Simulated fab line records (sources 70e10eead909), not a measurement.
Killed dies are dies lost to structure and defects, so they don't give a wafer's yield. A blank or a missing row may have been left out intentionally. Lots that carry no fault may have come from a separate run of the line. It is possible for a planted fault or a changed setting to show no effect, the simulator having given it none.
fab line records	flow nand_harc
[record] lots = 6	wafers = 18	last_day = 33
route steps=1302 shown A_CHANNEL_HOLE_D2@574 END@1302
lots untouched by any fault: they come from a run of this same line in which no faults occurred
start_h: start of the lot's first displayed wafer, in hours after the record's first day	wait_h: hours since the lot's step before	" unchanged from the row above	L1.1+2: one row covering several wafers at once	- either no value or no given start	* or withheld: withheld	< > ~ a bound
route shown NAME@n: NAME is a module with steps in the file, n the number in the route of the first one	usual: the fault-free wafers' mean and standard deviation	same: alike in all rows	chamber/n: place in a boat	sites: the reading at each site	_std_site: their standard deviation	_edge_site: outer sites' mean less inner sites'	radius_mm: for every site, how far away it sits from the centre of the wafer	mask NAME#n: copy n	behind: tool/chamber where the wafer was last shaped	hold: reason for holding the lot/hours on hold/outcome of the hold	device: the transistor (n, p or np) that didn't switch	end of line: the route-end tests of the same wafers	step lacking rows: just its recipe	killed: dies lost to structure and defects at the first sort, not the wafer's yield	map: a wafer's dies, marking killed ones x, the rest . and places with no die _
set.NAME: the run value of the setting; set.NAME@STEP: its run value at that earlier step	model.NAME: the simulator's own value behind a step, which no gauge read
a table for each step, a row for each wafer; lots at some steps of the route
services: from which hour (start_h, from the record's first day; less than 0 if before it) a tool's chamber was out of use, for how many hours, and why
[[steps]]
[step NHARC_A_CHANNEL_HOLE_D2_COAT_36]
[recipe] temp_c = 260	time_s = 75
[step NHARC_A_CHANNEL_HOLE_D2_COAT_37]
[recipe] temp_c = 225	time_s = 65
[step NHARC_A_CHANNEL_HOLE_D2_COAT_04]
[recipe] spin_rpm = 1500	resist_thk_nm = 90
[step NHARC_A_CHANNEL_HOLE_D2_SOFTBAKE_05]
[recipe] temp_c = 105	time_s = 55
[step NHARC_A_CHANNEL_HOLE_D2_EBR_06]
[step NHARC_A_CHANNEL_HOLE_D2_EXPOSE_07]
[recipe] na = 1.35	target_cd_nm = 100	sigma_outer = 0.3	dose_mj = 59.65	mask_id = HOLE_D2
[step NHARC_A_CHANNEL_HOLE_D2_PEB_08]
[recipe] peb_temp_c = 100	peb_time_s = 65
[step NHARC_A_CHANNEL_HOLE_D2_DEVELOP_09]
[recipe] develop_time_s = 35	dev_temp_c = 23
[step NHARC_A_CHANNEL_HOLE_D2_CD_MEAS_10]
[recipe] target_cd_nm = 100	landing_energy_ev = 500
[usual] cd_nm = 100.1/0.72
lot.wafer	tool	chamber	start_h	wait_h	cd_nm
L147.1	cd_sem-03	0	331.32	-	100.9
L147.5	"	0	"	"	100.7
L147.6	"	0	"	"	100.7
L151.1	cd_sem-02	0	362.14	-	100.7
L151.4	"	0	"	"	99.9
L151.5	"	0	"	"	101.7
L162.1	cd_sem-01	0	477.29	-	100.4
L162.3	"	0	"	"	99.9
L162.4	"	0	"	"	101.0
L165.3	cd_sem-03	0	503.51	-	100.9
L165.5	"	0	"	"	99.9
L165.6	"	0	"	"	101.1
L164.1	cd_sem-01	0	508.31	-	100.3
L164.3	"	0	"	"	98.7
L164.4	"	0	"	"	100.0
L167.1	cd_sem-01	0	515.95	-	99.2
L167.2	"	0	"	"	99.0
L167.6	"	0	"	"	100.4
[step NHARC_A_CHANNEL_HOLE_D2_OVL_MEAS_11]
[usual] overlay_x_nm = 0.2/0.75	overlay_y_nm = -0.2/0.8
lot.wafer	tool	chamber	start_h	wait_h	overlay_x_nm	overlay_y_nm
L147.1	overlay-01	-	331.41	-	0.3	-0.4
L147.5	"	-	"	"	-0.7	-0.4
L147.6	"	-	"	"	0.2	0.1
L151.1	overlay-02	-	362.22	-	0.5	-0.1
L151.4	"	-	"	"	0.0	-0.4
L151.5	"	-	"	"	0.4	0.2
L162.1	overlay-01	-	477.38	-	0.5	0.7
L162.3	"	-	"	"	-0.5	1.0
L162.4	"	-	"	"	-0.7	0.8
L165.3	overlay-02	-	503.60	-	0.1	-2.1
L165.5	"	-	"	"	-0.2	-1.6
L165.6	"	-	"	"	-0.4	-2.3
L164.1	overlay-01	-	508.40	-	0.6	-0.5
L164.3	"	-	"	"	1.1	-0.2
L164.4	"	-	"	"	0.8	0.0
L167.1	overlay-01	-	516.04	-	0.8	-1.0
L167.2	"	-	"	"	0.9	-0.6
L167.6	"	-	"	"	1.0	-1.0
[step NHARC_A_CHANNEL_HOLE_D2_INSPECT_12]
[usual] raw_defect_count = 28/23
lot.wafer	tool	chamber	start_h	wait_h	raw_defect_count
L147.1	defect_inspect-01	-	331.45	0.0	43
L147.5	"	-	"	"	56
L147.6	"	-	"	"	60
L151.1	defect_inspect-02	-	362.26	0.0	51
L151.4	"	-	"	"	58
L151.5	"	-	"	"	63
L162.1	defect_inspect-01	-	477.41	0.0	13
L162.3	"	-	"	"	12
L162.4	"	-	"	"	26
L165.3	defect_inspect-01	-	503.63	0.0	8
L165.5	"	-	"	"	9
L165.6	"	-	"	"	3
L164.1	defect_inspect-01	-	508.44	0.0	20
L164.3	"	-	"	"	21
L164.4	"	-	"	"	16
L167.1	defect_inspect-01	-	516.08	0.0	34
L167.2	"	-	"	"	39
L167.6	"	-	"	"	31
[step NHARC_A_CHANNEL_HOLE_D2_DESCUM_15]
[recipe] time_s = 3	o2_flow_sccm = 200	ar_flow_sccm = 0	bias_power_w = 0	chemistry = O2
[usual] drypump_motor_current_A = 5.8/0.33	mfc_ar_sccm = 0.009/0.0098	oes_product_au = 0.999/0.012	rf_vpp_V = 57.9/0.94	showerhead_plenum_p_Torr = 1.93/0.094	throttle_valve_pct = 11.312/0.009
lot.wafer	tool	chamber	start_h	wait_h	drypump_motor_current_A	mfc_ar_sccm	oes_product_au	rf_hours_counter_h	rf_vpp_V	showerhead_plenum_p_Torr	throttle_valve_pct
L147.1	rie_diel-07	2	331.53	0.1	5.5	0	1.014	2	57.6	1.78	11.326
L147.6	"	3	"	"	6.1	0.012	0.991	-	57.2	2.05	11.301
L147.5	"	0	"	"	5.5	0	0.981	-	58.6	2.04	11.325
L151.1	rie_diel-13	2	362.32	0.1	5.9	0	1.019	1	56.8	1.86	11.306
L151.4	"	0	"	"	6.5	0.005	1.008	1	58.9	2.00	11.291
L151.5	"	2	"	"	5.9	0	1.005	-	58.0	1.86	11.309
L162.4	rie_diel-13	2	477.47	0.1	5.9	0	1.013	10	57.7	1.86	11.323
L162.3	"	3	"	"	5.7	0.013	0.980	9	58.3	1.90	11.322
L162.1	"	1	"	"	6.0	0	0.990	8	56.9	2.03	11.310
L165.3	rie_diel-07	2	503.72	0.1	5.5	0	0.989	1	57.6	1.78	11.313
L165.5	"	3	"	"	6.1	0.012	0.995	-	58.9	2.05	11.299
L165.6	"	0	"	"	5.5	0	1.011	-	57.2	2.04	11.318
L164.1	rie_diel-13	1	508.50	0.1	6.0	0	0.996	9	58.1	2.03	11.316
L164.3	"	0	"	"	6.5	0.005	0.982	10	59.2	1.99	11.313
L164.4	"	3	"	"	5.7	0.013	0.993	-	59.9	1.90	11.313
L167.1	rie_diel-08	1	516.14	0.1	5.7	0.017	0.995	7	57.7	1.85	11.306
L167.2	"	3	"	"	5.7	0.029	1.004	10	55.8	1.81	11.308
L167.6	"	2	"	"	5.2	0.025	1.007	-	58.0	1.92	11.306
[step NHARC_A_CHANNEL_HOLE_D2_ETCH_38]
[recipe] target_depth_a = 390	over_etch_frac = 0.3	time_s = 65	ion_energy_ev = 80	cf4_flow_sccm = 150	ar_flow_sccm = 0	rf_w = 300	bias_w = 100	chemistry = CF4
[usual] drypump_motor_current_A = 5.8/0.36	mfc_ar_sccm = 0.010/0.0097	oes_product_au = 0.997/0.012	rf_vpp_V = 151.5/1.4	run_length_s = 86.3/0.46	showerhead_plenum_p_Torr = 1.78/0.08	throttle_valve_pct = 13.285/0.0092
lot.wafer	tool	chamber	start_h	wait_h	drypump_motor_current_A	mfc_ar_sccm	oes_product_au	rf_hours_counter_h	rf_vpp_V	run_length_s	showerhead_plenum_p_Torr	throttle_valve_pct
L147.1	rie_diel-07	0	331.60	0.1	5.5	0	0.981	2	152.7	86.2	1.88	13.284
L147.6	"	3	"	"	6.1	0.012	0.998	-	152.3	87.4	1.88	13.282
L147.5	"	0	"	"	5.5	0	0.997	-	152.7	86.4	1.88	13.291
L151.4	rie_diel-13	0	362.40	0.1	6.5	0.005	1.012	1	153.4	86.4	1.84	13.295
L151.1	"	2	"	"	5.9	0	1.012	1	148.8	85.8	1.72	13.299
L151.5	"	1	"	"	6.0	0	0.999	-	152.8	86.0	1.87	13.288
L162.1	rie_diel-13	0	477.56	0.1	6.5	0.005	0.979	8	151.5	69.3	1.84	13.262
L162.4	"	1	"	"	6.0	0	0.992	8	153.1	85.8	1.87	13.281
L162.3	"	2	"	"	5.9	0	1.026	10	150.5	69.0	1.72	13.285
L165.3	rie_diel-07	0	503.80	0.1	5.4	0	1.010	1	152.6	86.5	1.88	13.270
L165.5	"	1	"	"	5.5	0.011	0.980	-	151.6	85.8	1.70	13.272
L165.6	"	2	"	"	5.5	0	0.995	-	150.4	86.9	1.65	13.291
L164.1	rie_diel-13	1	508.60	0.1	6.0	0	0.998	9	150.5	69.2	1.87	13.270
L164.3	"	0	"	"	6.5	0.005	0.970	10	152.6	69.7	1.84	13.295
L164.4	"	0	"	"	6.5	0.005	0.975	-	150.8	86.5	1.84	13.304
L167.1	rie_diel-08	2	516.23	0.1	5.2	0.025	0.999	9	152.7	85.6	1.77	13.294
L167.2	"	0	"	"	6.1	0	1.004	9	152.6	86.5	1.85	13.287
L167.6	"	1	"	"	5.7	0.017	0.992	-	149.4	86.3	1.71	13.294
[step NHARC_A_CHANNEL_HOLE_D2_ETCH_39]
[recipe] target_depth_a = 2600	over_etch_frac = 0.3	time_s = 325	ion_energy_ev = 200	n2_flow_sccm = 150	h2_flow_sccm = 150	ar_flow_sccm = 0	rf_w = 400	bias_w = 150	chemistry = N2/H2
[usual] drypump_motor_current_A = 5.8/0.34	mfc_ar_sccm = 0.009/0.0098	oes_product_au = 1.000/0.012	rf_vpp_V = 430.9/2.8	run_length_s = 346.3/0.5	showerhead_plenum_p_Torr = 2.05/0.1	throttle_valve_pct = 14.172/0.0091
lot.wafer	tool	chamber	start_h	wait_h	drypump_motor_current_A	mfc_ar_sccm	oes_product_au	rf_hours_counter_h	rf_vpp_V	run_length_s	showerhead_plenum_p_Torr	throttle_valve_pct
L147.1	rie_diel-07	1	-	-	5.5	0.011	0.996	1	427.7	345.7	1.96	14.166
L147.5	"	3	"	"	6.1	0.012	0.989	-	434.1	347.4	2.19	14.189
L147.6	"	0	"	"	5.5	0	0.983	-	435.0	346.7	2.18	14.162
L151.1	rie_diel-13	3	-	-	5.7	0.013	0.989	1	429.9	345.9	2.03	14.173
L151.4	"	2	"	"	5.9	0	1.007	1	429.8	345.7	1.98	14.174
L151.5	"	0	"	"	6.5	0.005	1.003	-	432.5	346.3	2.13	14.179
L162.1	rie_diel-13	3	-	-	5.7	0.013	0.994	9	430.4	346.0	2.02	14.163
L162.4	"	0	"	"	6.5	0.005	0.966	8	433.1	346.3	2.13	14.165
L162.3	"	2	"	"	5.9	0	1.012	10	429.6	345.7	1.98	14.163
L165.3	rie_diel-07	0	-	-	5.5	0	1.013	1	434.5	346.1	2.18	14.173
L165.6	"	2	"	"	5.5	0	0.981	-	425.6	347.1	1.89	14.168
L165.5	"	3	"	"	6.1	0.012	0.992	-	434.7	347.5	2.18	14.157
L164.1	rie_diel-13	3	-	-	5.7	0.013	0.984	11	430.8	346.4	2.02	14.176
L164.3	"	1	"	"	6.0	0	1.008	9	434.6	345.9	2.17	14.180
L164.4	"	3	"	"	5.7	0.013	0.992	-	430.5	345.9	2.02	14.170
L167.2	rie_diel-08	2	-	-	5.2	0.025	1.001	9	429.8	345.9	2.05	14.196
L167.1	"	3	"	"	5.6	0.029	0.999	10	427.6	345.9	1.92	14.164
L167.6	"	2	"	"	5.2	0.025	1.010	-	429.7	345.6	2.05	14.166
[step NHARC_END_SORT_01]
[recipe] temp_c = 25
[usual] killed_at_array = 58/22	killed_at_other = 1.0/1.3	killed_at_periphery = 5/3.4	killed_dies = 64/22	killed_open = 3.6/1.8	killed_short = 2.4/1.7
[same] gross_dies = 677
lot.wafer	tool	chamber	start_h	wait_h	killed_at_array	killed_at_other	killed_at_periphery	killed_dies	killed_open	killed_short
L162.1	prober-01	0	750.06	2.5	101	0	1	102	1	2
L162.3	prober-01	0	751.67	3.1	101	1	3	105	4	4
L164.1	prober-01	0	771.31	2.5	118	1	2	121	2	2
L164.3	prober-01	0	772.90	3.1	116	0	0	116	3	2
// killed by level:class
L162.1 A_CHANNEL_HOLE_D2:area_etch=45 A_SLIT:chamber_film_flake=31 A_CHANNEL_HOLE_D1:chamber_film_flake=8 A_CONTACT:chamber_film_flake=5 A_ZERO_WELL:chamber_film_flake=2 A_STAIRCASE:chamber_film_flake=2 A_WL_FILL:chamber_film_flake=2 A_CHANNEL_HOLE_D2:geometric_particle:short=1
L162.3 A_CHANNEL_HOLE_D2:area_etch=45 A_SLIT:chamber_film_flake=31 A_CHANNEL_HOLE_D1:chamber_film_flake=11 A_CONTACT:chamber_film_flake=4 A_CHANNEL_FILL_D2:chamber_film_flake=2 A_STAIRCASE:chamber_film_flake=2 P_CONTACT:geometric_particle:open=1 P_CONTACT:geometric_particle:short=1
L164.1 A_CHANNEL_HOLE_D2:area_etch=45 A_SLIT:chamber_film_flake=29 A_CHANNEL_HOLE_D2:chamber_film_flake=14 A_CHANNEL_HOLE_D1:chamber_film_flake=13 A_CONTACT:chamber_film_flake=4 A_STAIRCASE:chamber_film_flake=3 A_WL_FILL:chamber_film_flake=3 A_DECK1_JOINT:chamber_film_flake=2
L164.3 A_CHANNEL_HOLE_D2:area_etch=31 A_SLIT:chamber_film_flake=30 A_CHANNEL_HOLE_D2:chamber_film_flake=23 A_CHANNEL_HOLE_D1:chamber_film_flake=12 A_WL_FILL:chamber_film_flake=5 A_CONTACT:chamber_film_flake=4 A_DECK1_JOINT:chamber_film_flake=2 A_STAIRCASE:chamber_film_flake=2
[[services]]
tool	chamber	start_h	hours	kind
rie_diel-13	0	321.08	-	clean
rie_diel-13	1	321.08	-	clean
rie_diel-13	2	321.08	-	clean
rie_diel-13	3	321.08	-	clean
rie_diel-07	-	328.96	0.3	repair
rie_diel-13	-	342.04	9.0	pm
rie_diel-13	0	342.04	9.0	vent_cycle
rie_diel-13	1	342.04	9.0	vent_cycle
rie_diel-13	2	342.04	9.0	vent_cycle
rie_diel-13	3	342.04	9.0	vent_cycle
rie_diel-13	0	351.04	-	clean
rie_diel-13	1	351.04	-	clean
rie_diel-13	2	351.04	-	clean
rie_diel-13	3	351.04	-	clean
rie_diel-08	-	367.80	9.0	pm
rie_diel-13	0	375.54	-	clean
rie_diel-13	1	375.54	-	clean
rie_diel-13	2	375.54	-	clean
rie_diel-08	1	411.95	7.0	repair
rie_diel-08	0	417.55	2.6	repair
rie_diel-07	-	421.69	0.1	repair
rie_diel-13	1	445.13	20.7	repair
rie_diel-07	-	471.32	9.0	pm
rie_diel-13	2	505.23	4.4	repair
[[key]]
[first_sign] step = NHARC_A_CHANNEL_HOLE_D2_ETCH_38	reading = run_length_s	direction = down	sigmas = 37	usual = *	struck = *
[effect] step = NHARC_END_SORT_01	reading = killed_at_array	direction = up	sigmas = 2.3	usual = 58	struck = 109	wafers_moved = 3
[more_kills_born_at] NHARC_A_CHANNEL_HOLE_D2_ETCH_38@rie_diel-13 = 166
met_at NHARC_A_CHANNEL_HOLE_D2_ETCH_38
struck_wafers L162.1,L162.3,L164.1,L164.3
tester_left_out L162,L164
onset_between 362.40 477.56
[fault] kind = process_parameter_drift	tool = rie_diel-13	chamber = -	onset_h = 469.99	steps = NHARC_A_CHANNEL_HOLE_D2_ETCH_38	channel = time_s	offset = *	shape = step	end_h = 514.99	scope = struck_wafers_only	acts_in = *	stated = *
// tester_left_out: of these lots the tester's yield and bins aren't shown, on N5 and GAA mostly nor the transistor test; their killed dies are dies lost to structure and defects alone, not to doping, threshold or leakage, so they don't give the yield
